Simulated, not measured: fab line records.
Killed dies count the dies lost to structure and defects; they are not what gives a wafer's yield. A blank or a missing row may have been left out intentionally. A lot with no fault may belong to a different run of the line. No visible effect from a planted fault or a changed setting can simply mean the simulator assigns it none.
Which of the tools did it? | flow nand harc | 66 wafers from 22 lots sampled at 5 of the route's 1302 steps

## WHAT EACH GAUGE READ, for each wafer
NHARC_A_BLC_OVL_MEAS_11. Usual: overlay x nm 0.3 nm, standard deviation 0.8; overlay y nm -0.1 nm, standard deviation 0.96.
lot  | measured     | on         | overlay x nm (nm) | overlay y nm (nm) | flag
L076 | day 23 04:17 | overlay-02 | 0.9 1.4 1.6       | 0.0 -0.1 -0.1     |
L075 | day 23 09:34 | overlay-01 | 2.1 2.4 2.6       | -0.2 0.1 -1.1     |
L078 | day 25 03:49 | overlay-01 | 0.1 0.1 -0.2      | 1.5 2.1 1.9       |
L079 | day 25 08:19 | overlay-02 | -1.5 -1.2 -1.0    | 0.5 -0.4 0.8      |
L077 | day 25 12:36 | overlay-02 | 0.2 0.5 -0.2      | 0.4 0.2 0.9       |
L081 | day 25 19:53 | overlay-02 | -0.3 0.5 -0.1     | -0.3 0.0 -0.8     |
L082 | day 26 04:52 | overlay-02 | -0.1 -0.2 0.1     | -0.5 0.3 0.0      |
L084 | day 26 18:37 | overlay-02 | 0.4 0.4 0.8       | 0.5 -0.1 -0.3     |
L083 | day 26 22:49 | overlay-02 | -0.3 0.1 0.3      | 1.0 1.5 0.8       |
L085 | day 27 05:06 | overlay-01 | -0.4 -0.3 -0.6    | -0.4 0.4 -0.7     |
L086 | day 27 06:44 | overlay-02 | 0.6 0.2 1.1       | -1.7 -1.5 -1.2    |
L087 | day 28 01:50 | overlay-01 | 0.2 -0.4 0.2      | 0.8 -0.1 -0.2     |
L090 | day 28 13:25 | overlay-02 | -0.3 0.5 -0.2     | -1.9 -1.8 -1.9    |
L088 | day 28 17:52 | overlay-02 | 0.5 0.8 1.0       | -1.6 -1.4 -0.9    |
L089 | day 29 00:12 | overlay-01 | -0.8 -0.8 -0.3    | -0.2 0.0 -0.1     |
L092 | day 30 10:40 | overlay-02 | 0.2 0.8 1.2       | 0.7 1.1 0.3       |
L091 | day 30 17:23 | overlay-02 | 0.1 0.4 0.2       | -0.8 -1.1 -0.9    |
L093 | day 30 23:38 | overlay-02 | -1.1 -0.6 -1.0    | -1.3 -1.1 -2.1    |
L094 | day 31 03:58 | overlay-01 | 0.7 0.9 0.7       | -1.3 -0.6 -0.2    |
L095 | day 31 04:45 | overlay-01 | 1.7 1.6 1.6       | 1.4 1.4 1.6       |
L097 | day 31 16:16 | overlay-02 | -0.7 -0.5 0.5     | -0.4 -0.9 -0.7    |
L096 | day 31 18:13 | overlay-01 | 0.8 1.1 0.8       | 0.5 0.5 -0.4      |

NHARC_A_M0_OVL_MEAS_10: pitch 160 nm. Usual: overlay x nm -0.4 nm, standard deviation 0.88; overlay y nm 0.5 nm, standard deviation 0.69.
lot  | measured     | on         | overlay x nm (nm) | overlay y nm (nm) | flag
L076 | day 23 08:19 | overlay-01 | -1.2 -0.6 -0.7    | 1.6 1.5 1.8       |
L075 | day 23 13:37 | overlay-01 | -0.4 -1.3 -0.5    | 0.7 1.0 0.8       |
L078 | day 25 08:12 | overlay-01 | -1.6 -2.1 -2.2    | 0.0 0.1 -0.2      |
L079 | day 25 12:38 | overlay-01 | -1.4 -0.6 -0.9    | 0.2 -0.2 0.4      |
L077 | day 25 16:38 | overlay-02 | -0.7 -1.3 -0.4    | -0.3 0.2 -0.3     |
L081 | day 25 23:56 | overlay-01 | -0.6 -1.6 -1.2    | 1.8 0.9 1.5       |
L082 | day 26 08:57 | overlay-02 | 0.9 0.6 0.6       | 0.0 -0.5 -0.3     |
L084 | day 26 22:42 | overlay-02 | -1.0 -0.5 -0.2    | 0.2 0.4 0.0       |
L083 | day 27 02:50 | overlay-01 | -0.9 -1.0 -0.3    | 0.2 -1.0 -0.8     |
L085 | day 27 09:13 | overlay-02 | -0.4 -0.5 0.1     | 0.0 -0.2 -0.2     |
L086 | day 27 10:55 | overlay-01 | 1.6 1.2 1.6       | 1.5 1.4 1.2       |
L087 | day 28 05:52 | overlay-01 | -0.7 -0.7 -0.6    | 1.2 0.9 0.8       |
L090 | day 28 17:38 | overlay-01 | -0.7 -1.0 -1.4    | 1.5 1.7 1.8       |
L088 | day 28 21:58 | overlay-01 | -0.7 -0.8 -0.8    | 0.0 -0.8 -0.5     |
L089 | day 29 04:20 | overlay-02 | -0.9 -1.4 -1.0    | 0.5 0.6 0.5       |
L092 | day 30 14:43 | overlay-01 | 1.2 0.9 1.3       | 0.5 0.4 0.6       |
L091 | day 30 21:24 | overlay-01 | 0.0 -0.4 -0.4     | 0.0 0.5 0.4       |
L093 | day 31 03:43 | overlay-02 | -0.8 -1.0 -0.8    | 0.7 0.8 0.6       |
L094 | day 31 08:02 | overlay-01 | 1.2 0.9 0.5       | -0.5 0.0 -0.1     |
L095 | day 31 09:02 | overlay-02 | 0.1 0.0 0.0       | 0.9 1.0 0.7       |
L097 | day 31 20:20 | overlay-02 | -0.3 0.2 -1.0     | 0.1 0.2 0.5       |
L096 | day 31 22:14 | overlay-02 | -0.6 -0.8 -1.2    | 0.5 0.3 0.1       |

## EACH LOT AND THE TOOL THAT RAN IT (in order: tool; ch and the chambers of the sampled wafers; start)
lot  | NHARC_A_CONTACT_STRIP_26                      | NHARC_A_CONTACT_CMP_20        | NHARC_A_BLC_CMP_25
L076 | rie diel-03 ch 2,3, day 23 03:17 or earlier   | cmp-03 ch 0,3, day 23 03:17   | cmp-04 ch 0,1,3, day 23 06:58
L075 | rie diel-03 ch 2,3, day 23 08:41 or earlier   | cmp-02 ch 0,2, day 23 08:41   | cmp-01 ch 0,2, day 23 12:14
L078 | rie diel-03 ch 0,2,3, day 25 02:58 or earlier | cmp-02 ch 0,1,3, day 25 02:58 | cmp-01 ch 0,1, day 25 06:58
L079 | rie diel-02 ch 1,2, day 25 07:20 or earlier   | cmp-03 ch 0,1, day 25 07:20   | cmp-01 ch 0,3, day 25 11:13
L077 | rie diel-03 ch 0,1, day 25 11:41 or earlier   | cmp-03 ch 0,1,2, day 25 11:41 | cmp-04 ch 0,2,3, day 25 15:19
L081 | rie diel-03 ch 0,1, day 25 18:54 or earlier   | cmp-04 ch 0,1, day 25 18:54   | cmp-02 ch 2,3, day 25 22:32
L082 | rie diel-02 ch 1,3, day 26 03:55 or earlier   | cmp-02 ch 0,1,2, day 26 03:55 | cmp-01 ch 0,1,3, day 26 07:34
L084 | rie diel-09 ch 0,2,3, day 26 17:44 or earlier | cmp-03 ch 0,1,2, day 26 17:44 | cmp-02 ch 0,1,3, day 26 21:20
L083 | rie diel-09 ch 0,2,3, day 26 21:50 or earlier | cmp-04 ch 0,2,3, day 26 21:50 | cmp-04 ch 1,2, day 27 01:27
L085 | rie diel-03 ch 0,1,3, day 27 04:05 or earlier | cmp-03 ch 0,1,3, day 27 04:05 | cmp-02 ch 0,3, day 27 07:50
L086 | rie diel-03 ch 1,3, day 27 05:46 or earlier   | cmp-03 ch 0,2, day 27 05:46   | cmp-04 ch 0,2, day 27 09:23
L087 | rie diel-09 ch 0,2,3, day 28 00:58 or earlier | cmp-02 ch 0,1,2, day 28 00:58 | cmp-02 ch 0,1,3, day 28 04:29
L090 | rie diel-02 ch 0,1,2, day 28 12:25 or earlier | cmp-02 ch 1,2,3, day 28 12:25 | cmp-04 ch 0,1,3, day 28 16:22
L088 | rie diel-09 ch 0,1,3, day 28 16:59 or earlier | cmp-03 ch 0,1,2, day 28 16:59 | cmp-01 ch 0,2,3, day 28 20:42
L089 | rie diel-03 ch 0,1,3, day 28 23:19 or earlier | cmp-02 ch 1,2,3, day 28 23:19 | cmp-01 ch 0,1,3, day 29 02:57
L092 | rie diel-03 ch 0,1,3, day 30 09:41 or earlier | cmp-03 ch 0,1,3, day 30 09:41 | cmp-02 ch 0,1,2, day 30 13:19
L091 | rie diel-03 ch 0,1, day 30 16:33 or earlier   | cmp-02 ch 1,2,3, day 30 16:33 | cmp-01 ch 0,1,3, day 30 20:01
L093 | rie diel-03 ch 0,2,3, day 30 22:38 or earlier | cmp-03 ch 1,2, day 30 22:38   | cmp-02 ch 1,2,3, day 31 02:17
L094 | rie diel-03 ch 1,3, day 31 02:57 or earlier   | cmp-03 ch 1,2, day 31 02:57   | cmp-01 ch 0,2,3, day 31 06:41
L095 | rie diel-03 ch 0,1,3, day 31 03:53 or earlier | cmp-03 ch 0,1,2, day 31 03:53 | cmp-01 ch 0,2,3, day 31 07:40
L097 | rie diel-03 ch 1,2,3, day 31 15:17 or earlier | cmp-03 ch 0,1, day 31 15:17   | cmp-02 ch 0,2,3, day 31 18:59
L096 | rie diel-02 ch 1,2,3, day 31 17:13 or earlier | cmp-04 ch 0,1,2, day 31 17:13 | cmp-02 ch 0,1,3, day 31 20:51
- NHARC_A_CONTACT_STRIP_26: strips in O2.
- NHARC_A_CONTACT_CMP_20: polishes, t overpolish 30 s, target thk 300 nm.
- NHARC_A_BLC_CMP_25: polishes, t overpolish 30 s, target thk 150 nm.

## AS READ BY THE TOOLS THEMSELVES (means over the sampled wafers that have a number; for cases with no such wafer, the mark the record gives instead)
NHARC_A_CONTACT_STRIP_26. Usual: chamber pressure mTorr 60.00 mTorr, standard deviation 0.054; drypump motor current A 5.5 A, standard deviation 0.4; oes product au 1.000 a.u., standard deviation 0.013; rf vpp V 57.6 V, standard deviation 0.86; showerhead plenum p Torr 3.52 Torr, standard deviation 0.19; throttle valve pct 17.037 %, standard deviation 0.0085.
lot  | tool        | chamber pressure mTorr (mTorr) | drypump motor current A (A) | oes product au (a.u.) | rf vpp V (V) | showerhead plenum p Torr (Torr) | throttle valve pct (%) | flag
L076 | rie diel-03 | 60.00                          | 5.4                         | 0.996                 | 58.1         | 3.42                            | 17.032                 |
L075 | rie diel-03 | 60.05                          | 5.5                         | 1.011                 | 58.9         | 3.56                            | 17.040                 |
L078 | rie diel-03 | 59.97                          | 5.5                         | 1.003                 | 57.2         | 3.43                            | 17.035                 |
L079 | rie diel-02 | 60.00                          | 5.6                         | 0.990                 | 56.8         | 3.35                            | 17.029                 |
L077 | rie diel-03 | 60.10                          | 5.2                         | 0.981                 | 57.2         | 3.47                            | 17.034                 |
L081 | rie diel-03 | 59.99                          | 5.3                         | 0.982                 | 57.4         | 3.47                            | 17.034                 |
L082 | rie diel-02 | 60.02                          | 6.0                         | 1.006                 | 58.0         | 3.32                            | 17.040                 |
L084 | rie diel-09 | 59.98                          | 5.8                         | 1.006                 | 57.4         | 3.55                            | 17.028                 |
L083 | rie diel-09 | 60.03                          | 5.8                         | 1.006                 | 57.5         | 3.55                            | 17.035                 |
L085 | rie diel-03 | 60.01                          | 5.4                         | 0.988                 | 57.8         | 3.51                            | 17.043                 |
L086 | rie diel-03 | 59.99                          | 5.3                         | 0.997                 | 58.3         | 3.65                            | 17.039                 |
L087 | rie diel-09 | 60.01                          | 5.8                         | 1.011                 | 57.5         | 3.55                            | 17.030                 |
L090 | rie diel-02 | 60.00                          | 5.5                         | 0.989                 | 57.3         | 3.50                            | 17.032                 |
L088 | rie diel-09 | 60.01                          | 5.8                         | 1.000                 | 57.4         | 3.58                            | 17.026                 |
L089 | rie diel-03 | 60.02                          | 5.4                         | 1.012                 | 57.6         | 3.51                            | 17.033                 |
L092 | rie diel-03 | 59.97                          | 5.4                         | 1.008                 | 57.5         | 3.51                            | 17.033                 |
L091 | rie diel-03 | 60.01                          | 5.5                         | 1.003                 | 57.4         | 3.37                            | 17.038                 |
L093 | rie diel-03 | 60.02                          | 5.5                         | 1.006                 | 57.3         | 3.59                            | 17.035                 |
L094 | rie diel-03 | 60.02                          | 5.2                         | 1.005                 | 57.7         | 3.59                            | 17.041                 |
L095 | rie diel-03 | 59.96                          | 5.4                         | 1.012                 | 57.2         | 3.51                            | 17.027                 |
L097 | rie diel-03 | 59.99                          | 5.3                         | 1.003                 | 58.3         | 3.68                            | 17.040                 |
L096 | rie diel-02 | 59.96                          | 5.7                         | 0.999                 | 57.3         | 3.33                            | 17.029                 |

NHARC_A_CONTACT_CMP_20. Usual: motor current A 11.8 A, standard deviation 1.2; overpolish run s 30.000 s, standard deviation 0.009; retaining ring pressure frac 1.000, standard deviation 0.0048; slurry filter dp kPa 13.53 kPa, standard deviation 0.14; time to endpoint s 61 s, standard deviation 3.7.
lot  | tool   | motor current A (A) | overpolish run s (s) | retaining ring pressure frac | slurry filter dp kPa (kPa) | time to endpoint s (s) | flag
L076 | cmp-03 | 13.0                | 29.981               | 1.002                        | 13.60                      | 62                     |
L075 | cmp-02 | 11.0                | 30.006               | 1.001                        | 13.36                      | 61                     |
L078 | cmp-02 | 11.8                | 30.007               | 1.001                        | 13.56                      | 59                     |
L079 | cmp-03 | 11.9                | 29.997               | 0.994                        | 13.56                      | 57                     |
L077 | cmp-03 | 11.9                | 29.997               | 0.999                        | 13.57                      | 59                     |
L081 | cmp-04 | 12.3                | 30.007               | 1.001                        | 13.48                      | 62                     |
L082 | cmp-02 | 12.0                | 29.997               | 0.999                        | 13.56                      | 65                     |
L084 | cmp-03 | 11.4                | 30.001               | 1.002                        | 13.53                      | 59                     |
L083 | cmp-04 | 11.6                | 30.001               | 0.999                        | 13.51                      | 60                     |
L085 | cmp-03 | 12.1                | 30.004               | 1.002                        | 13.62                      | 60                     |
L086 | cmp-03 | 12.3                | 30.008               | 1.000                        | 13.51                      | 59                     |
L087 | cmp-02 | 12.0                | 30.011               | 0.997                        | 13.53                      | 58                     |
L090 | cmp-02 | 12.1                | 29.996               | 1.001                        | 13.56                      | 61                     |
L088 | cmp-03 | 11.8                | 30.005               | 0.997                        | 13.61                      | 62                     |
L089 | cmp-02 | 12.0                | 29.994               | 1.002                        | 13.54                      | 58                     |
L092 | cmp-03 | 11.8                | 30.001               | 1.001                        | 13.54                      | 62                     |
L091 | cmp-02 | 12.2                | 29.999               | 1.002                        | 13.44                      | 63                     |
L093 | cmp-03 | 11.1                | 29.997               | 1.000                        | 13.39                      | 60                     |
L094 | cmp-03 | 10.9                | 30.000               | 1.002                        | 13.68                      | 60                     |
L095 | cmp-03 | 11.6                | 30.006               | 1.000                        | 13.53                      | 60                     |
L097 | cmp-03 | 12.3                | 30.007               | 0.998                        | 13.51                      | 62                     |
L096 | cmp-04 | 12.0                | 30.003               | 0.996                        | 13.57                      | 71                     |

NHARC_A_BLC_CMP_25. Usual: motor current A 11.9 A, standard deviation 1.3; overpolish run s 30.000 s, standard deviation 0.009; retaining ring pressure frac 1.000, standard deviation 0.0044; slurry filter dp kPa 13.51 kPa, standard deviation 0.13; time to endpoint s 30.1 s, standard deviation 3.
lot  | tool   | motor current A (A) | overpolish run s (s) | retaining ring pressure frac | slurry filter dp kPa (kPa) | time to endpoint s (s) | flag
L076 | cmp-04 | 11.7                | 30.002               | 1.001                        | 13.53                      | 29.8                   |
L075 | cmp-01 | 11.9                | 29.994               | 0.994                        | 13.59                      | 29.9                   |
L078 | cmp-01 | 12.6                | 30.002               | 1.001                        | 13.55                      | 32.7                   |
L079 | cmp-01 | 11.6                | 30.015               | 0.995                        | 13.42                      | 28.8                   |
L077 | cmp-04 | 11.2                | 29.996               | 1.002                        | 13.45                      | 29.7                   |
L081 | cmp-02 | 11.2                | 29.996               | 0.995                        | 13.52                      | 32.2                   |
L082 | cmp-01 | 12.5                | 30.003               | 1.000                        | 13.56                      | 28.8                   |
L084 | cmp-02 | 11.1                | 30.000               | 1.002                        | 13.47                      | 29.1                   |
L083 | cmp-04 | 12.5                | 30.010               | 0.996                        | 13.51                      | 33.8                   |
L085 | cmp-02 | 10.3                | 29.998               | 1.004                        | 13.50                      | 27.3                   |
L086 | cmp-04 | 12.3                | 29.989               | 1.001                        | 13.54                      | 33.3                   |
L087 | cmp-02 | 11.4                | 29.994               | 0.999                        | 13.58                      | 29.3                   |
L090 | cmp-04 | 11.5                | 30.004               | 1.001                        | 13.62                      | 27.1                   |
L088 | cmp-01 | 11.7                | 29.992               | 0.999                        | 13.58                      | 28.4                   |
L089 | cmp-01 | 12.2                | 30.002               | 1.004                        | 13.55                      | 29.8                   |
L092 | cmp-02 | 11.9                | 30.001               | 1.001                        | 13.57                      | 29.9                   |
L091 | cmp-01 | 12.6                | 30.005               | 1.004                        | 13.57                      | 32.2                   |
L093 | cmp-02 | 12.0                | 30.006               | 1.000                        | 13.52                      | 31.1                   |
L094 | cmp-01 | 11.6                | 29.995               | 0.999                        | 13.42                      | 28.3                   |
L095 | cmp-01 | 11.8                | 30.007               | 0.999                        | 13.40                      | 27.6                   |
L097 | cmp-02 | 10.7                | 29.999               | 0.997                        | 13.66                      | 29.5                   |
L096 | cmp-02 | 11.2                | 29.994               | 0.998                        | 13.41                      | 28.3                   |

## THE ANSWER, worked out from the rows above alone
Rule: lot off if the mean of its wafers having a number is beyond 3 standard deviations from the usual mean. A lot without any number at a reading at which 4 lots or more have one is off too. The other lots that the step has rows for count as sound. After the gauges, taken in route order, come the tools' own readings; for these a lot's mean is taken, as printed above. At the first step where some lot is off, the reading lying furthest off is the one used; lots without a number count as furthest.
Nothing can be told from this: no lot is off at any reading shown.

## WHAT WAS PUT IN BY THE SIMULATOR
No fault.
